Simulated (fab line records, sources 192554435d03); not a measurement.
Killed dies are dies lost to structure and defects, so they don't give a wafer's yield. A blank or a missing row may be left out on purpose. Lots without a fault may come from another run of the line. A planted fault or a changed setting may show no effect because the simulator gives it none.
Split-lot experiment | flow n5_finfet | 7 lots, 39 wafers read, on a route of 1938 steps

THE SPLIT
At N5_HKMG_FIN_ETCH_55 (etches SOC in N2/H2, target depth 240 nm, time 300 s), the setting time_s was moved away from the recipe's 300 s on 18 of the 39 wafers read, by -43.3% to +59.8%. The other wafers ran this setting at the recipe's value.

The reading is taken at the split's own step.

THE READING
SiARC_of_HKMG_FIN_COAT_42.thk_nm (the simulator's own value, which no gauge read), in nm, at N5_HKMG_FIN_ETCH_55 (etches SOC in N2/H2, target depth 240 nm, time 300 s). The file gives no usual value for it. The 21 wafers here that ran the recipe average 21.0 nm, standard deviation 0.26 nm.

wafer  | tool, chamber at the split | time_s as run, s | against the recipe | SiARC_of_HKMG_FIN_COAT_42.thk_nm, nm | against lot-mates on the recipe
L075.1 | rie_diel-03, 2             | 300              | recipe             | 21.2                                 | -
L075.2 | rie_diel-03, 1             | 214.6            | -28.5%             | 25.4                                 | +4.4
L075.3 | rie_diel-03, 3             | 300              | recipe             | 20.8                                 | -
L075.4 | rie_diel-03, 0             | 214.6            | -28.5%             | 25                                   | +4.0
L075.5 | rie_diel-03, 0             | 300              | recipe             | 21                                   | -
L075.6 | rie_diel-03, 3             | 214.6            | -28.5%             | 24.8                                 | +3.8
L079.1 | rie_diel-03, 2             | 170.1            | -43.3%             | 27                                   | +6.4
L079.2 | rie_diel-03, 0             | 300              | recipe             | 20.8                                 | -
L079.3 | rie_diel-03, 3             | 300              | recipe             | 20.6                                 | -
L079.4 | rie_diel-03, 3             | 300              | recipe             | 20.4                                 | -
L079.5 | rie_diel-03, 2             | 170.1            | -43.3%             | 27                                   | +6.4
L079.6 | rie_diel-03, 0             | 170.1            | -43.3%             | 27                                   | +6.4
L084.1 | rie_diel-02, 2             | 300              | recipe             | 21.2                                 | -
L084.2 | rie_diel-02, 3             | 300              | recipe             | 21.4                                 | -
L084.3 | rie_diel-02, 1             | 300              | recipe             | 21.6                                 | -
L084.4 | rie_diel-02, 0             | 239.6            | -20.1%             | 24.2                                 | +2.8
L084.5 | rie_diel-02, 1             | 239.6            | -20.1%             | 24.2                                 | +2.8
L084.6 | rie_diel-02, 2             | 239.6            | -20.1%             | 24.2                                 | +2.8
L085.2 | rie_diel-02, 1             | 300              | recipe             | 21                                   | -
L085.4 | rie_diel-02, 3             | 300              | recipe             | 21.2                                 | -
L085.6 | rie_diel-02, 2             | 300              | recipe             | 21                                   | -
L092.1 | rie_diel-04, 2             | 223.9            | -25.4%             | 24.6                                 | +3.7
L092.2 | rie_diel-04, 3             | 223.9            | -25.4%             | 24.4                                 | +3.5
L092.3 | rie_diel-04, 1             | 223.9            | -25.4%             | 24.8                                 | +3.9
L092.4 | rie_diel-04, 3             | 300              | recipe             | 20.8                                 | -
L092.5 | rie_diel-04, 1             | 300              | recipe             | 21                                   | -
L092.6 | rie_diel-04, 2             | 300              | recipe             | 21                                   | -
L096.1 | rie_diel-04, 0             | 451.1            | +50.4%             | 14                                   | -6.9
L096.2 | rie_diel-04, 2             | 300              | recipe             | 21                                   | -
L096.3 | rie_diel-04, 1             | 451.1            | +50.4%             | 14                                   | -6.9
L096.4 | rie_diel-04, 3             | 300              | recipe             | 21                                   | -
L096.5 | rie_diel-04, 3             | 300              | recipe             | 20.8                                 | -
L096.6 | rie_diel-04, 0             | 451.1            | +50.4%             | 14.2                                 | -6.7
L097.1 | rie_diel-04, 0             | 300              | recipe             | 21.2                                 | -
L097.2 | rie_diel-04, 1             | 300              | recipe             | 21.2                                 | -
L097.3 | rie_diel-04, 3             | 300              | recipe             | 21                                   | -
L097.4 | rie_diel-04, 2             | 479.5            | +59.8%             | 12.8                                 | -8.3
L097.5 | rie_diel-04, 2             | 479.5            | +59.8%             | 12.8                                 | -8.3
L097.6 | rie_diel-04, 1             | 479.5            | +59.8%             | 13                                   | -8.1

THE FIT
A straight line over all 39 wafers: SiARC_of_HKMG_FIN_COAT_42.thk_nm changes by -0.139 nm for each +1% of time_s; r = -1.00; the points scatter about the line by 0.24 nm.
The same after taking each lot's own level away (the mean of its wafers on the recipe; 39 wafers): -0.14 nm for each +1%; r = -1.00; scatter 0.17 nm.
On that fit, the largest move of time_s shifts the reading by 8.4 nm.
The lots' own levels span 20.60 to 21.40 nm, that is 3.1 times the standard deviation above.
So the lot-to-lot level changes the slope little: the two slopes agree.
Check: with one of the wafers moved furthest among these (+59.8%) left out of the fit, the line predicts -8.33 nm for it against its lot-mates. It came out at -8.33 nm against them.

OTHER SPLITS ON THESE WAFERS
These wafers also went through other splits before the reading. Each is held against what the fit with the lots' levels taken away leaves over:
other split on the same wafers | wafers away from the commonest value | r with SiARC_of_HKMG_FIN_COAT_42.thk_nm (lot level and that fit taken away)
N5_DUMMY_GATE_PECVD_30 time_s  | 9                                    | +0.04

THE WHOLE CHAIN: every reading that the file lists as answering this split, in the file's order
step                | what it does                                         | reading                                                                           | change (the file's fit)              | r (the file's)
N5_HKMG_FIN_ETCH_55 | etches SOC in N2/H2, target depth 240 nm, time 300 s | HKMG_FIN.feature_depth_nm (the simulator's own value, which no gauge read)        | +2.42 nm for each +1% of the setting | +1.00
N5_HKMG_FIN_ETCH_55 | etches SOC in N2/H2, target depth 240 nm, time 300 s | etch.depth_nm (the simulator's own value, which no gauge read)                    | +2.42 nm for each +1% of the setting | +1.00
N5_HKMG_FIN_ETCH_55 | etches SOC in N2/H2, target depth 240 nm, time 300 s | SiARC_of_HKMG_FIN_COAT_42.thk_nm (the simulator's own value, which no gauge read) | -0.14 nm for each +1% of the setting | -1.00

THE FILE'S OWN FIT
SiARC_of_HKMG_FIN_COAT_42.thk_nm changes by -0.14 nm for each +1% of time_s, r = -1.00.
